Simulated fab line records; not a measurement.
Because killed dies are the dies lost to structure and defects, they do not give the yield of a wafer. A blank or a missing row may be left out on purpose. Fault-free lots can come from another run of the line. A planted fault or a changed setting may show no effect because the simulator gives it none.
The tool behind it: which one? :: flow nand-harc :: Sampling: 11 lots, 33 wafers, 2 of 1159 route steps

== WHAT THE GAUGES READ, wafer by wafer ==
NHARC_P_M1_CD_MEAS_09: target cd 130 nm.
lot: L774
measured: day 5 19:08
on: cd-sem-03
cd-nm (nm): 131.3 130.8 131.1

lot: L775
measured: day 6 08:57
on: cd-sem-03
cd-nm (nm): 131.0 130.6 131.0

lot: L779
measured: day 7 13:02
on: cd-sem-03
cd-nm (nm): 128.8 129.1 129.9

lot: L781
measured: day 7 17:51
on: cd-sem-03
cd-nm (nm): 129.7 130.4 130.6

lot: L782
measured: day 7 21:01
on: cd-sem-02
cd-nm (nm): 129.7 129.6 128.9

lot: L783
measured: day 7 21:20
on: cd-sem-02
cd-nm (nm): 130.5 131.1 130.0

lot: L784
measured: day 8 13:10
on: cd-sem-02
cd-nm (nm): 129.5 130.5 130.2

lot: L790
measured: day 10 02:11
on: cd-sem-01
cd-nm (nm): 166.1 165.7 166.1

lot: L792
measured: day 10 04:25
on: cd-sem-02
cd-nm (nm): 165.2 166.1 166.8

lot: L793
measured: day 10 12:15
on: cd-sem-02
cd-nm (nm): 167.0 166.6 166.4

lot: L796
measured: day 11 10:26
on: cd-sem-03
cd-nm (nm): 130.2 129.5 129.3

== WHAT TOOL EACH LOT RAN ON (gives the tool, then ch and the chambers of the sampled wafers, and finally the start) ==
lot: L774
NHARC_P_M1_PEB_07: litho-track-01 ch 0, day 5 19:04

lot: L775
NHARC_P_M1_PEB_07: litho-track-04 ch 0, day 6 08:52

lot: L779
NHARC_P_M1_PEB_07: litho-track-01 ch 0, day 7 12:57

lot: L781
NHARC_P_M1_PEB_07: litho-track-06 ch 0, day 7 17:46

lot: L782
NHARC_P_M1_PEB_07: litho-track-01 ch 0, day 7 20:56

lot: L783
NHARC_P_M1_PEB_07: litho-track-06 ch 0, day 7 21:15

lot: L784
NHARC_P_M1_PEB_07: litho-track-06 ch 0, day 8 13:05

lot: L790
NHARC_P_M1_PEB_07: litho-track-01 ch 0, day 10 02:06

lot: L792
NHARC_P_M1_PEB_07: litho-track-01 ch 0, day 10 04:20

lot: L793
NHARC_P_M1_PEB_07: litho-track-01 ch 0, day 10 12:11

lot: L796
NHARC_P_M1_PEB_07: litho-track-06 ch 0, day 11 10:22
- NHARC_P_M1_PEB_07: peb time 65 s.

== THE ANSWER, worked out from the rows above alone ==
Rule: usual is defined by the lots themselves. The widest of any qualifying gaps counts: lots, ordered by their means at a reading, are off when they make up no more than a third of the lots, leave a main group of 4 or more, and stand apart from it by 3 or more times the standard deviation of that group's means. Not used: any main group whose means are identical at the precision the tables above print for the reading. Also off: a lot with no number at a reading for which 4 or more lots have one. Any other lot the step has rows for is counted as sound.
Off: L790, L792, L793 (NHARC_P_M1_CD_MEAS_09, cd-nm). Main group: mean 130.1 nm, sd 0.62.
A tool fits if, at a process step before that reading, it ran every lot that is off, and no sound lot after the first of them. Gauges at NHARC_P_M1_CD_MEAS_09: tried the same way as those tools. One fits: NHARC_P_M1_PEB_07 on litho-track-01. A fault onset in the window from L782 (day 7 20:56, its last sound lot) to L790 (day 10 02:06, its first lot off) fits.

== WHAT THE SIMULATOR HAD PUT IN ==
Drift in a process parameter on litho-track-01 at NHARC_P_M1_PEB_07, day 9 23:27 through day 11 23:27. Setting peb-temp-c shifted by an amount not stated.
Lots struck among those shown: L790, L792, L793. This agrees with what the rule above found.
